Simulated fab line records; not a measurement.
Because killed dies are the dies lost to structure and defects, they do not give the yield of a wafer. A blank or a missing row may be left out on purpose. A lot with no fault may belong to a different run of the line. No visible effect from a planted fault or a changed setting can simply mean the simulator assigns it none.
fab line records	flow nand_harc
record: lots: 24	wafers: 72	last_day: 24
route steps=1159 shown A_STAIRCASE@700 A_SGD_CUT@764 A_SLIT@780
lots untouched by any fault: they come from a run of this same line in which no faults occurred
start_h: hours from the record's opening day to when the first of the lot's shown wafers began	wait_h: hours from the lot's prior step to this one	" unchanged from the row above	L1.1+2: a single row standing in for several wafers	- no value, or no start was given	* or withheld: withheld	< > ~ a bound
route shown NAME@n: names a module that has steps shown in the file, with the first one's number in the route	usual: mean and standard deviation over wafers with no fault	same: alike in all rows	chamber/n: place in a boat	sites: readings site by site	_std_site: standard deviation across them	_edge_site: outer sites' mean less inner sites'	radius_mm: how far each site lies from the wafer's centre	mask NAME#n: copy n	behind: tool/chamber where the wafer was last shaped	hold: why the lot was held/for how many hours/how that ended	device: whichever transistor did not switch (one of n, p or np)	end of line: at the end of the route, the tests of the same wafers	a step without rows: its recipe alone	killed: count of dies lost to structure and defects at first sort (not the wafer's yield)	map: a wafer's dies, x killed, . not, _ none there
set.NAME: the setting the step ran with; set.NAME@STEP: the setting that earlier step ran with	model.NAME: the simulator's own value behind a step, which no gauge read
steps of the route over a sample of lots; a table a step, a row a wafer
services: when a tool's chamber went out of use (start_h, in hours from the record's first day, below 0 if earlier), for how many hours, and the reason
== steps ==
step: NHARC_A_STAIRCASE_STRIP_476
recipe: time_s: 20	o2_flow_sccm: 500	ar_flow_sccm: 0	bias_w: 0	chemistry: O2
usual: drypump_motor_current_A: 5.6/0.46	oes_product_au: 0.997/0.013	rf_vpp_V: 57.7/0.87	showerhead_plenum_p_Torr: 3.50/0.16	throttle_valve_pct: 17.037/0.0092
lot.wafer	tool	chamber	start_h	wait_h	drypump_motor_current_A	oes_product_au	rf_hours_counter_h	rf_vpp_V	showerhead_plenum_p_Torr	throttle_valve_pct
L075.1	rie_diel-01	2	260.77	0.1	6.1	1.014	42	58.2	3.59	17.038
L075.3	"	3	"	"	5.0	0.991	40	56.0	3.35	17.025
L075.4	"	0	"	"	5.8	0.997	37	58.3	3.63	17.045
L074.1	rie_diel-01	1	265.74	0.1	5.3	1.007	39	57.3	3.78	17.036
L074.6	"	1	"	"	5.3	1.010	-	58.3	3.79	17.034
L074.5	"	3	"	"	5.0	0.997	-	56.7	3.35	17.035
L076.4	rie_diel-02	0	275.10	0.1	6.3	0.998	43	59.1	3.30	17.030
L076.2	"	1	"	"	6.3	0.997	44	57.4	3.38	17.038
L076.5	"	1	"	"	6.3	0.991	-	57.6	3.38	17.017
L077.1	rie_diel-04	1	280.62	0.1	5.9	1.014	60	58.0	3.57	17.030
L077.5	"	1	"	"	5.9	1.008	-	58.4	3.57	17.040
L077.6	"	2	"	"	5.4	1.018	-	57.8	3.47	17.016
L078.3	rie_diel-02	0	287.77	0.1	6.2	0.996	48	57.3	3.30	17.027
L078.4	"	2	"	"	5.9	0.967	44	56.4	3.27	17.053
L078.6	"	0	"	"	6.2	0.986	-	56.7	3.30	17.044
L080.2	rie_diel-02	2	301.33	0.1	5.8	0.978	51	56.7	3.27	17.044
L080.6	"	0	"	"	6.2	0.999	-	58.4	3.29	17.049
L080.5	"	1	"	"	6.3	0.991	-	58.1	3.37	17.032
L079.1	rie_diel-04	0	302.37	0.1	5.0	0.999	2	58.5	3.70	17.037
L079.2	"	1	"	"	6.0	1.011	2	58.9	3.57	17.033
L079.3	"	3	"	"	5.6	0.979	1	58.5	3.56	17.036
L082.1	rie_diel-02	2	316.98	0.6	5.8	0.974	58	57.5	3.26	17.039
L082.3	"	1	"	"	6.3	0.977	61	57.6	3.37	17.026
L082.5	"	1	"	"	6.3	0.980	-	58.5	3.37	17.043
L081.3	rie_diel-02	3	319.85	0.1	5.2	1.007	59	57.2	3.32	17.041
L081.4	"	2	"	"	5.8	0.972	59	56.0	3.26	17.052
L081.5	"	0	"	"	6.2	0.989	-	56.4	3.29	17.030
L083.3	rie_diel-04	0	320.41	0.1	5.0	0.996	8	58.0	3.70	17.038
L083.2	"	1	"	"	5.9	1.011	9	58.6	3.57	17.064
L083.6	"	3	"	"	5.6	0.972	-	59.0	3.56	17.033
L084.3	rie_diel-02	2	326.81	0.1	5.8	0.966	62	56.6	3.26	17.032
L084.4	"	3	"	"	5.2	1.011	61	57.5	3.32	17.047
L084.6	"	2	"	"	5.8	0.972	-	56.0	3.26	17.053
L085.3	rie_diel-01	3	341.05	0.1	5.0	0.987	8	56.9	3.33	17.061
L085.5	"	2	"	"	6.1	1.020	-	57.9	3.58	17.039
L085.6	"	3	"	"	5.0	0.991	-	56.7	3.33	17.019
L086.1	rie_diel-01	1	341.90	0.1	5.3	0.995	8	57.8	3.77	17.040
L086.3	"	3	"	"	5.0	1.000	8	57.1	3.33	17.039
L086.6	"	0	"	"	5.8	0.983	-	57.6	3.61	17.032
L087.3	rie_diel-01	3	344.18	0.1	5.0	0.990	9	56.1	3.33	17.020
L087.6	"	1	"	"	5.3	1.004	-	58.6	3.77	17.025
L087.5	"	2	"	"	6.2	1.003	-	57.8	3.58	17.038
L088.1	rie_diel-04	0	352.87	0.1	5.0	1.001	25	57.5	3.69	17.043
L088.4	"	1	"	"	6.0	1.011	25	58.6	3.56	17.045
L088.3	"	2	"	"	5.4	1.006	24	56.8	3.45	17.047
L089.1	rie_diel-04	1	353.59	0.1	5.9	1.002	26	56.9	3.56	17.048
L089.4	"	3	"	"	5.6	0.988	23	56.7	3.55	17.033
L089.5	"	1	"	"	5.9	1.004	-	57.4	3.56	17.039
L091.2	rie_diel-01	0	358.23	0.1	5.8	1.004	16	56.6	3.61	17.045
L091.4	"	2	"	"	6.1	1.015	10	57.3	3.58	17.043
L091.6	"	0	"	"	5.8	0.993	-	58.8	3.61	17.041
L090.2	rie_diel-01	1	361.05	0.1	5.3	1.005	14	57.2	3.77	17.031
L090.4	"	2	"	"	6.2	1.014	11	58.6	3.58	17.042
L090.6	"	2	"	"	6.2	1.005	-	58.3	3.58	17.026
L092.3	rie_diel-04	0	377.35	0.1	5.0	1.000	33	57.3	3.68	17.021
L092.2	"	3	"	"	5.6	0.980	32	59.1	3.55	17.049
L092.5	"	0	"	"	5.0	1.004	-	57.6	3.68	17.036
L093.2	rie_diel-01	3	379.74	0.2	5.0	0.995	23	57.5	3.32	17.052
L093.1	"	1	"	"	5.3	1.013	22	59.7	3.76	17.041
L093.6	"	0	"	"	5.8	0.994	-	57.7	3.60	17.038
L095.3	rie_diel-02	2	390.10	0.3	5.9	0.998	19	59.0	3.80	17.033
L095.2	"	3	"	"	5.2	1.026	14	57.2	3.32	17.021
L095.6	"	1	"	"	6.3	0.999	-	57.7	3.36	17.044
L094.6	rie_diel-01	3	391.29	0.0	5.0	0.996	-	57.2	3.32	17.044
L094.5	"	1	"	"	5.3	0.998	-	58.2	3.76	17.038
L094.4	"	2	"	"	6.2	0.998	-	58.4	3.57	17.054
L096.2	rie_diel-04	1	393.01	0.1	6.0	1.002	40	57.9	3.55	17.024
L096.5	"	3	"	"	5.6	0.983	-	58.6	3.54	17.044
L096.6	"	0	"	"	5.0	0.994	-	58.3	3.68	17.037
L097.4	rie_diel-04	0	397.83	0.1	5.0	1.018	40	57.3	3.68	17.034
L097.3	"	1	"	"	6.0	1.022	41	57.7	3.55	17.043
L097.5	"	2	"	"	5.4	1.002	-	56.7	3.44	17.036
step: NHARC_A_STAIRCASE_DEP_151
recipe: target_thk_a: 38000	temp_c: 400	target_thk_nm: 3800	teos_flow_sccm: 200	rf_w: 500	material: SiO2
usual: heater_power_outer_w: 427/79	heater_power_w: 715/120
lot.wafer	tool	chamber	start_h	wait_h	heater_power_outer_w	heater_power_w
L075.1	pecvd-01	1	273.42	0.4	541	828
L075.3	"	0	"	"	515	920
L075.4	"	2	"	"	469	752
L074.1	pecvd-04	2	278.08	0.6	283	544
L074.5	"	0	"	"	338	560
L074.6	"	1	"	"	381	669
L076.2	pecvd-01	2	287.26	0.4	496	773
L076.5	"	0	"	"	458	820
L076.4	"	1	"	"	409	683
L077.1	pecvd-01	0	293.00	0.5	496	886
L077.5	"	2	"	"	463	708
L077.6	"	1	"	"	408	702
L078.3	pecvd-01	0	303.94	0.6	557	955
L078.6	"	1	"	"	417	694
L078.4	"	2	"	"	469	732
L079.2	pecvd-01	1	313.48	0.4	480	740
L079.3	"	2	"	"	577	889
L079.1	"	0	"	"	592	1001
L080.2	pecvd-04	0	313.67	0.6	404	601
L080.6	"	2	"	"	277	516
L080.5	"	0	"	"	328	552
L082.3	pecvd-04	1	329.07	0.4	489	808
L082.1	"	2	"	"	356	622
L082.5	"	2	"	"	272	521
L081.3	pecvd-01	0	329.07	0.4	571	980
L081.5	"	0	"	"	440	806
L081.4	"	2	"	"	460	745
L083.2	pecvd-03	1	329.26	0.6	364	670
L083.3	"	2	"	"	450	661
L083.6	"	2	"	"	359	559
L084.3	pecvd-01	1	339.55	0.6	523	834
L084.4	"	2	"	"	477	739
L084.6	"	0	"	"	449	825
L086.1	pecvd-01	1	354.52	0.4	479	747
L086.3	"	0	"	"	551	959
L086.6	"	1	"	"	410	684
L085.3	pecvd-03	2	354.73	0.6	445	693
L085.5	"	1	"	"	355	652
L085.6	"	2	"	"	368	578
L087.3	pecvd-04	2	354.93	0.8	271	508
L087.5	"	0	"	"	345	532
L087.6	"	1	"	"	383	657
L089.1	pecvd-01	2	376.63	0.5	538	825
L089.4	"	1	"	"	418	663
L089.5	"	2	"	"	475	736
L091.2	pecvd-03	0	376.89	0.7	393	693
L091.6	"	2	"	"	367	583
L091.4	"	1	"	"	360	662
L090.2	pecvd-01	2	377.11	1.0	485	772
L090.4	"	2	"	"	466	740
L090.6	"	0	"	"	452	814
L088.3	pecvd-03	0	377.35	1.2	410	725
L088.1	"	1	"	"	381	693
L088.4	"	1	"	"	346	657
L093.1	pecvd-04	2	390.00	0.4	365	644
L093.2	"	1	"	"	481	767
L093.6	"	1	"	"	368	631
L092.3	pecvd-03	2	390.05	0.5	444	649
L092.2	"	0	"	"	450	749
L092.5	"	0	"	"	340	625
L095.2	pecvd-03	2	402.35	0.5	467	667
L095.3	"	0	"	"	400	728
L095.6	"	2	"	"	376	564
L096.2	pecvd-01	0	402.40	0.5	587	1038
L096.6	"	2	"	"	467	726
L096.5	"	0	"	"	447	808
L094.4	pecvd-04	2	402.56	0.7	272	518
L094.5	"	0	"	"	328	527
L094.6	"	1	"	"	373	644
L097.3	pecvd-03	1	410.04	0.5	478	810
L097.5	"	0	"	"	340	622
L097.4	"	2	"	"	370	562
step: NHARC_A_STAIRCASE_DEP_325
recipe: target_thk_a: 38000	temp_c: 400	target_thk_nm: 3800	teos_flow_sccm: 200	rf_w: 500	material: SiO2
usual: heater_power_outer_w: 402/70	heater_power_w: 681/110
lot.wafer	tool	chamber	start_h	wait_h	heater_power_outer_w	heater_power_w
L075.1	pecvd-04	0	288.75	0.1	391	619
L075.3	"	2	"	"	343	646
L075.4	"	1	"	"	389	663
L074.1	pecvd-04	2	292.24	0.3	310	588
L074.5	"	0	"	"	341	540
L074.6	"	1	"	"	384	669
L076.2	pecvd-01	1	302.10	0.1	463	750
L076.4	"	1	"	"	413	674
L076.5	"	0	"	"	454	800
L077.1	pecvd-03	0	308.11	0.3	436	755
L077.6	"	1	"	"	356	659
L077.5	"	2	"	"	359	564
L078.3	pecvd-04	1	320.09	0.2	447	742
L078.6	"	1	"	"	387	670
L078.4	"	2	"	"	263	504
L080.2	pecvd-04	2	329.65	0.5	335	581
L080.6	"	2	"	"	265	523
L080.5	"	0	"	"	337	551
L079.3	pecvd-03	1	329.74	0.6	448	800
L079.2	"	2	"	"	453	650
L079.1	"	0	"	"	423	753
L083.2	pecvd-03	0	343.27	0.1	405	705
L083.3	"	1	"	"	372	719
L083.6	"	1	"	"	349	683
L082.1	pecvd-01	1	343.37	0.2	449	736
L082.3	"	2	"	"	574	853
L082.5	"	2	"	"	480	738
L081.3	pecvd-04	1	343.64	0.5	442	710
L081.4	"	0	"	"	338	536
L081.5	"	2	"	"	267	504
L084.3	pecvd-04	1	353.78	0.1	458	760
L084.6	"	1	"	"	387	666
L084.4	"	0	"	"	329	526
L086.3	pecvd-03	1	370.25	0.2	411	752
L086.1	"	2	"	"	431	646
L086.6	"	1	"	"	347	655
L087.3	pecvd-01	1	370.34	0.3	506	789
L087.6	"	0	"	"	457	842
L087.5	"	1	"	"	414	681
L085.3	pecvd-04	1	370.71	0.6	392	657
L085.6	"	0	"	"	340	555
L085.5	"	1	"	"	393	676
L088.1	pecvd-01	2	391.54	0.2	592	884
L088.4	"	0	"	"	444	807
L088.3	"	2	"	"	481	740
L089.1	pecvd-04	2	391.75	0.4	316	554
L089.5	"	2	"	"	273	508
L089.4	"	0	"	"	327	515
L090.2	pecvd-03	0	391.79	0.5	381	678
L090.6	"	2	"	"	367	558
L090.4	"	0	"	"	335	612
L091.2	pecvd-03	2	392.27	0.9	480	727
L091.6	"	2	"	"	371	574
L091.4	"	0	"	"	329	615
L093.1	pecvd-01	2	404.03	0.1	571	920
L093.2	"	0	"	"	462	807
L093.6	"	0	"	"	454	794
L092.2	pecvd-03	2	404.13	0.2	449	682
L092.3	"	0	"	"	335	619
L092.5	"	1	"	"	349	671
L096.2	pecvd-03	1	416.47	0.2	359	671
L096.6	"	1	"	"	349	643
L096.5	"	2	"	"	373	575
L095.2	pecvd-01	0	416.52	0.2	525	955
L095.3	"	0	"	"	447	831
L095.6	"	0	"	"	461	834
L094.4	pecvd-04	1	416.76	0.4	374	653
L094.5	"	2	"	"	272	508
L094.6	"	0	"	"	325	524
L097.3	pecvd-01	0	434.19	0.4	459	823
L097.4	"	2	"	"	439	722
L097.5	"	0	"	"	444	797
step: NHARC_A_STAIRCASE_ETCHBACK_157
recipe: target_depth_a: 900	over_etch_frac: 0.3	time_s: 167.14	ion_energy_ev: 120	ch3f_flow_sccm: 50	o2_flow_sccm: 30	ar_flow_sccm: 200	rf_w: 500	bias_w: 100	chemistry: CH3F/O2
usual: drypump_motor_current_A: 5.7/0.46	oes_product_au: 0.97/0.035	rf_vpp_V: 244.3/1.8	showerhead_plenum_p_Torr: 2.45/0.12	throttle_valve_pct: 20.661/0.0094
same: over_etch_frac: 0.3
lot.wafer	tool	chamber	start_h	wait_h	drypump_motor_current_A	oes_product_au	rf_hours_counter_h	rf_vpp_V	showerhead_plenum_p_Torr	throttle_valve_pct
L075.3	rie_diel-01	2	302.01	0.2	6.1	0.95	56	244.3	2.50	20.648
L075.4	"	3	"	"	5.0	0.92	56	243.3	2.32	20.656
L075.1	"	0	"	"	5.8	0.93	54	246.2	2.52	20.661
L074.1	rie_diel-02	3	302.28	0.2	5.2	0.95	51	241.6	2.31	20.652
L074.5	"	2	"	"	5.8	0.91	-	239.9	2.27	20.669
L074.6	"	3	"	"	5.2	0.95	-	242.7	2.31	20.656
L076.2	rie_diel-04	1	315.14	0.2	6.0	1.01	5	245.0	2.49	20.667
L076.4	"	2	"	"	5.4	1.01	5	244.0	2.41	20.659
L076.5	"	3	"	"	5.6	0.98	-	245.7	2.48	20.660
L077.1	rie_diel-04	0	320.05	0.1	5.0	0.99	8	246.2	2.58	20.672
L077.6	"	0	"	"	5.0	1.00	-	246.4	2.58	20.666
L077.5	"	1	"	"	5.9	1.00	-	244.6	2.49	20.666
L078.3	rie_diel-01	0	333.36	0.2	5.8	0.98	5	246.2	2.52	20.668
L078.4	"	2	"	"	6.2	1.02	1	244.7	2.50	20.658
L078.6	"	0	"	"	5.8	0.99	-	245.4	2.52	20.643
L079.3	rie_diel-01	0	342.28	0.1	5.8	0.99	9	244.8	2.52	20.655
L079.2	"	1	"	"	5.3	0.99	8	247.1	2.63	20.655
L079.1	"	3	"	"	5.0	0.98	8	242.5	2.32	20.655
L080.2	rie_diel-01	3	342.47	0.2	5.0	0.99	8	242.7	2.32	20.664
L080.6	"	2	"	"	6.1	1.00	-	245.2	2.50	20.652
L080.5	"	3	"	"	5.0	0.99	-	241.8	2.32	20.676
L083.3	rie_diel-04	1	355.15	0.2	6.0	1.02	26	244.4	2.48	20.664
L083.2	"	2	"	"	5.4	1.00	26	242.8	2.40	20.647
L083.6	"	0	"	"	5.0	1.01	-	245.1	2.57	20.652
L082.3	rie_diel-01	1	355.52	0.1	5.3	1.00	13	245.5	2.63	20.648
L082.1	"	3	"	"	5.0	0.99	15	241.1	2.31	20.665
L082.5	"	1	"	"	5.3	0.99	-	246.2	2.63	20.646
L081.3	rie_diel-02	0	355.83	0.3	6.2	0.99	8	242.7	2.28	20.652
L081.5	"	1	"	"	6.3	0.99	-	242.6	2.34	20.682
L081.4	"	0	"	"	6.2	1.00	-	241.4	2.28	20.670
L084.3	rie_diel-02	2	365.65	0.1	5.8	0.98	10	247.1	2.66	20.659
L084.6	"	2	"	"	5.8	0.99	-	247.3	2.66	20.657
L084.4	"	0	"	"	6.2	1.00	-	242.6	2.28	20.651
L085.3	rie_diel-04	3	382.06	0.2	5.6	0.89	34	246.2	2.47	20.666
L085.6	"	3	"	"	5.6	0.92	-	244.5	2.47	20.662
L085.5	"	0	"	"	5.0	0.93	-	246.7	2.57	20.648
L087.3	rie_diel-02	2	382.21	0.3	5.8	0.99	17	247.6	2.65	20.664
L087.5	"	3	"	"	5.2	1.02	-	242.3	2.31	20.673
L087.6	"	0	"	"	6.2	0.99	-	242.1	2.28	20.660
L086.3	rie_diel-02	1	382.36	0.2	6.3	0.99	19	242.7	2.33	20.660
L086.1	"	0	"	"	6.2	1.00	19	240.8	2.28	20.662
L086.6	"	2	"	"	5.9	1.00	-	246.8	2.65	20.643
L090.2	rie_diel-01	0	404.15	0.1	5.8	0.91	30	244.7	2.51	20.652
L090.4	"	1	"	"	5.3	0.93	31	246.1	2.62	20.659
L090.6	"	1	"	"	5.3	0.93	-	246.2	2.62	20.654
L089.4	rie_diel-02	0	404.31	0.2	6.2	1.00	28	241.5	2.28	20.665
L089.1	"	2	"	"	5.8	0.99	25	246.2	2.65	20.664
L089.5	"	0	"	"	6.2	1.01	-	242.3	2.28	20.682
L088.3	rie_diel-02	0	404.48	0.1	6.2	1.01	28	241.4	2.28	20.654
L088.4	"	2	"	"	5.8	1.00	25	246.2	2.65	20.658
L088.1	"	3	"	"	5.2	1.03	20	241.8	2.30	20.660
L091.4	rie_diel-04	3	405.96	0.2	5.6	0.94	41	245.0	2.47	20.653
L091.2	"	0	"	"	5.0	0.96	42	245.9	2.56	20.685
L091.6	"	2	"	"	5.4	0.96	-	243.9	2.40	20.670
L093.2	rie_diel-02	2	417.12	0.2	5.8	0.95	28	247.8	2.65	20.651
L093.1	"	3	"	"	5.2	0.97	23	242.9	2.30	20.655
L093.6	"	1	"	"	6.3	0.93	-	241.2	2.33	20.666
L092.2	rie_diel-04	0	417.23	0.2	5.0	1.02	47	246.5	2.56	20.657
L092.3	"	1	"	"	5.9	1.01	49	246.4	2.47	20.667
L092.5	"	0	"	"	5.0	1.01	-	245.8	2.56	20.656
L096.2	rie_diel-04	1	432.63	0.2	6.0	0.96	54	243.8	2.47	20.678
L096.5	"	0	"	"	5.0	0.96	-	245.0	2.56	20.667
L096.6	"	1	"	"	5.9	0.96	-	245.3	2.47	20.644
L094.4	rie_diel-01	2	432.82	0.2	6.1	0.94	37	244.2	2.49	20.667
L094.6	"	3	"	"	5.0	0.92	-	241.9	2.31	20.649
L094.5	"	0	"	"	5.8	0.91	-	246.1	2.51	20.664
L095.3	rie_diel-04	1	433.19	0.2	5.9	0.94	54	244.0	2.47	20.670
L095.2	"	3	"	"	5.6	0.92	51	244.7	2.46	20.665
L095.6	"	0	"	"	5.0	0.94	-	244.3	2.56	20.650
L097.3	rie_diel-01	0	445.90	0.2	5.8	0.91	43	245.8	2.50	20.659
L097.4	"	2	"	"	6.2	0.93	41	245.2	2.48	20.663
L097.5	"	0	"	"	5.8	0.90	-	244.3	2.50	20.677
step: NHARC_A_SGD_CUT_ETCH_15
recipe: target_depth_a: 750	time_s: 64.3	ch3f_flow_sccm: 50	o2_flow_sccm: 30	ar_flow_sccm: 200	rf_w: 500	bias_w: 100	chemistry: CH3F/O2
usual: drypump_motor_current_A: 5.8/0.6	oes_product_au: 0.962/0.021	rf_vpp_V: 264.0/1.8	showerhead_plenum_p_Torr: 2.46/0.12	throttle_valve_pct: 20.663/0.0091
lot.wafer	tool	chamber	start_h	wait_h	drypump_motor_current_A	oes_product_au	rf_hours_counter_h	rf_vpp_V	showerhead_plenum_p_Torr	throttle_valve_pct
L075.3	rie_diel-06	1	-	-	6.6	0.937	6	262.7	2.31	20.655
L075.1	"	2	"	"	6.0	0.969	6	267.6	2.61	20.678
L075.4	"	3	"	"	5.1	0.961	6	264.5	2.43	20.654
L074.1	rie_diel-07	3	-	-	6.1	0.972	4	262.9	2.36	20.666
L074.5	"	0	"	"	6.4	0.999	-	266.2	2.57	20.677
L074.6	"	1	"	"	5.1	0.970	-	265.3	2.61	20.677
L076.2	rie_diel-07	3	-	-	6.1	0.932	5	262.9	2.36	20.661
L076.4	"	0	"	"	6.3	0.972	5	266.8	2.57	20.658
L076.5	"	2	"	"	6.7	0.963	-	263.8	2.40	20.664
L077.1	rie_diel-07	3	-	-	6.1	0.950	6	263.0	2.36	20.654
L077.5	"	2	"	"	6.7	0.977	-	262.0	2.40	20.649
L077.6	"	3	"	"	6.1	0.965	-	261.7	2.36	20.686
L078.4	rie_diel-07	3	-	-	6.1	0.933	7	262.5	2.36	20.677
L078.3	"	0	"	"	6.3	0.933	7	265.4	2.57	20.671
L078.6	"	3	"	"	6.1	0.918	-	261.6	2.36	20.680
L079.1	rie_diel-07	2	-	-	6.7	0.965	7	263.7	2.40	20.664
L079.3	"	0	"	"	6.4	0.993	7	264.7	2.57	20.663
L079.2	"	1	"	"	5.1	0.984	7	266.6	2.61	20.661
L080.2	rie_diel-08	3	-	-	5.7	0.951	3	264.9	2.50	20.659
L080.5	"	0	"	"	5.5	0.955	-	262.3	2.36	20.677
L080.6	"	3	"	"	5.7	0.956	-	263.7	2.50	20.643
L083.3	rie_diel-06	2	-	-	5.9	1.003	11	266.2	2.61	20.688
L083.2	"	3	"	"	5.1	0.957	10	264.2	2.42	20.654
L083.6	"	2	"	"	5.9	1.003	-	265.3	2.61	20.656
L082.3	rie_diel-08	1	-	-	5.4	0.944	4	261.9	2.33	20.659
L082.1	"	3	"	"	5.7	0.977	5	263.9	2.50	20.674
L082.5	"	0	"	"	5.5	0.980	-	262.6	2.36	20.673
L081.4	rie_diel-08	0	-	-	5.5	0.962	5	262.2	2.36	20.671
L081.3	"	1	"	"	5.4	0.971	4	261.9	2.33	20.658
L081.5	"	1	"	"	5.4	0.963	-	261.6	2.33	20.658
L084.4	rie_diel-06	3	-	-	5.1	0.953	11	265.1	2.42	20.659
L084.3	"	2	"	"	5.9	0.982	12	266.0	2.61	20.664
L084.6	"	3	"	"	5.1	0.946	-	263.0	2.42	20.673
L085.3	rie_diel-06	3	-	-	5.1	0.976	12	264.1	2.42	20.661
L085.5	"	2	"	"	6.0	0.980	-	265.8	2.61	20.663
L085.6	"	3	"	"	5.1	0.989	-	263.7	2.42	20.658
L087.3	rie_diel-07	0	-	-	6.4	0.939	11	266.1	2.56	20.662
L087.6	"	0	"	"	6.4	0.948	-	265.0	2.56	20.656
L087.5	"	2	"	"	6.7	0.932	-	263.0	2.40	20.641
L086.3	rie_diel-06	0	-	-	4.9	0.960	13	265.5	2.61	20.655
L086.1	"	2	"	"	6.0	0.998	13	265.9	2.61	20.673
L086.6	"	3	"	"	5.1	0.965	-	262.2	2.42	20.655
L090.2	rie_diel-08	0	-	-	5.5	0.975	11	262.7	2.36	20.664
L090.6	"	1	"	"	5.4	0.955	-	261.6	2.33	20.657
L090.4	"	2	"	"	6.1	0.968	-	265.0	2.58	20.663
L089.4	rie_diel-06	3	-	-	5.1	0.980	16	262.9	2.42	20.672
L089.1	"	0	"	"	4.9	0.964	15	266.7	2.61	20.666
L089.5	"	3	"	"	5.1	0.971	-	263.6	2.42	20.669
L088.3	rie_diel-06	1	-	-	6.7	0.948	16	261.6	2.31	20.671
L088.1	"	3	"	"	5.1	0.936	16	263.9	2.42	20.655
L088.4	"	0	"	"	4.9	0.954	16	265.8	2.61	20.667
L091.2	rie_diel-08	2	-	-	6.1	0.929	12	266.8	2.58	20.649
L091.4	"	1	"	"	5.4	0.922	-	261.0	2.33	20.676
L091.6	"	0	"	"	5.5	0.930	-	263.1	2.36	20.672
L093.1	rie_diel-07	2	-	-	6.7	0.971	0	263.8	2.39	20.651
L093.2	"	0	"	"	6.3	0.990	0	264.8	2.56	20.661
L093.6	"	3	"	"	6.1	0.961	-	262.3	2.36	20.682
L092.3	rie_diel-08	1	-	-	5.4	0.963	12	261.9	2.33	20.666
L092.2	"	2	"	"	6.1	0.970	14	265.9	2.58	20.660
L092.5	"	0	"	"	5.5	0.978	-	261.9	2.36	20.648
L096.2	rie_diel-08	0	-	-	5.5	0.957	15	261.9	2.36	20.664
L096.6	"	2	"	"	6.1	0.959	-	265.3	2.58	20.659
L096.5	"	3	"	"	5.7	0.934	-	265.1	2.50	20.667
L094.4	rie_diel-06	3	-	-	5.1	0.950	1	262.8	2.42	20.666
L094.6	"	0	"	"	4.9	0.948	-	267.1	2.61	20.671
L094.5	"	1	"	"	6.6	0.987	-	262.1	2.31	20.669
L095.3	rie_diel-07	0	-	-	6.3	0.994	1	266.8	2.56	20.673
L095.2	"	1	"	"	5.1	0.977	1	266.6	2.61	20.667
L095.6	"	2	"	"	6.7	0.978	-	262.1	2.39	20.651
L097.4	rie_diel-07	1	-	-	5.1	0.982	2	266.4	2.61	20.657
L097.3	"	0	"	"	6.3	0.989	2	265.7	2.56	20.660
L097.5	"	1	"	"	5.1	0.986	-	264.9	2.61	20.657
step: NHARC_A_SLIT_DEP_00
recipe: target_thk_a: 32000	temp_c: 400	material: aC
usual: throttle_valve_pct: 34.999/0.0088
lot.wafer	tool	chamber	start_h	wait_h	throttle_valve_pct
L074.1	acl_dep-01	0	314.14	-	35.000
L074.5	"	0	315.47	-	35.011
L074.6	"	0	"	"	35.004
L075.1	acl_dep-03	0	314.40	-	35.006
L075.3	"	0	"	"	34.994
L075.4	"	0	"	"	34.997
L076.2	acl_dep-03	0	324.13	-	34.998
L076.4	"	0	"	"	34.998
L076.5	"	0	"	"	35.012
L077.1	acl_dep-02	0	329.95	-	34.997
L077.5	"	0	331.23	-	35.004
L077.6	"	0	"	"	35.003
L078.3	acl_dep-01	0	343.85	-	34.998
L078.4	"	0	"	"	35.012
L078.6	"	0	"	"	34.995
L080.2	acl_dep-01	0	352.10	-	34.991
L080.5	"	0	"	"	34.996
L080.6	"	0	"	"	34.995
L079.1	acl_dep-03	0	353.09	-	35.009
L079.2	"	0	"	"	34.996
L079.3	"	0	"	"	34.985
L082.1	acl_dep-01	0	364.16	-	34.996
L082.3	"	0	"	"	35.006
L082.5	"	0	"	"	35.002
L083.2	acl_dep-03	0	364.39	-	34.999
L083.3	"	0	"	"	34.996
L083.6	"	0	"	"	34.993
L081.3	acl_dep-02	0	366.64	2.5	34.995
L081.4	"	0	"	"	34.982
L081.5	"	0	"	"	34.989
L084.3	acl_dep-03	0	374.95	-	35.000
L084.4	"	0	"	"	34.992
L084.6	"	0	"	"	34.992
L086.1	acl_dep-02	0	392.57	-	35.008
L086.3	"	0	"	"	34.993
L086.6	"	0	"	"	34.999
L085.3	acl_dep-01	0	393.00	-	35.002
L085.5	"	0	"	"	35.023
L085.6	"	0	"	"	35.007
L087.3	acl_dep-03	0	394.10	1.7	35.005
L087.5	"	0	"	"	35.008
L087.6	"	0	"	"	35.002
L088.1	acl_dep-01	0	416.71	-	34.994
L088.3	"	0	"	"	35.014
L088.4	"	0	"	"	34.992
L089.1	acl_dep-02	0	416.80	-	34.998
L089.4	"	0	"	"	35.010
L089.5	"	0	"	"	35.006
L090.2	acl_dep-01	0	419.01	6.2	34.996
L090.4	"	0	"	"	34.992
L090.6	"	0	"	"	34.993
L091.2	acl_dep-02	0	419.11	-	35.000
L091.4	"	0	"	"	35.006
L091.6	"	0	"	"	35.004
L092.2	acl_dep-01	0	428.97	-	35.024
L092.3	"	0	"	"	34.989
L092.5	"	0	"	"	35.001
L093.1	acl_dep-03	0	429.07	-	35.000
L093.2	"	0	"	"	34.990
L093.6	"	0	430.70	-	35.002
L096.2	acl_dep-03	0	441.65	-	34.984
L096.5	"	0	"	"	34.990
L096.6	"	0	"	"	34.996
L095.2	acl_dep-01	0	442.21	1.1	35.006
L095.3	"	0	"	"	34.991
L095.6	"	0	443.55	2.2	34.994
L094.4	acl_dep-02	0	442.31	-	34.991
L094.5	"	0	"	"	35.009
L094.6	"	0	"	"	35.001
L097.3	acl_dep-02	0	455.84	-	34.993
L097.4	"	0	"	"	34.991
L097.5	"	0	"	"	34.986
== services ==
tool	chamber	start_h	hours	kind
pecvd-01	-	237.06	13.0	pm
rie_diel-06	-	241.20	9.0	pm
rie_diel-06	2	252.71	5.6	repair
pecvd-03	0	253.10	7.8	repair
pecvd-01	-	254.33	0.4	repair
pecvd-04	-	256.21	0.8	repair
rie_diel-01	2	263.02	6.3	repair
rie_diel-01	3	272.30	2.7	repair
rie_diel-04	-	288.97	9.0	pm
pecvd-03	-	292.61	13.0	pm
acl_dep-01	-	294.74	13.0	pm
rie_diel-02	0	310.33	8.5	repair
rie_diel-01	2	323.83	8.6	repair
rie_diel-02	-	327.70	9.0	pm
rie_diel-02	3	355.46	16.0	repair
pecvd-04	2	358.48	14.3	repair
rie_diel-07	1	373.87	14.6	repair
pecvd-04	-	376.33	13.0	pm
rie_diel-01	0	390.21	8.2	repair
pecvd-01	-	393.52	1.6	repair
rie_diel-07	-	405.20	9.0	pm
rie_diel-07	1	415.73	2.8	repair
pecvd-01	-	418.06	13.0	pm
pecvd-04	1	442.11	17.3	repair
== key ==
fault none
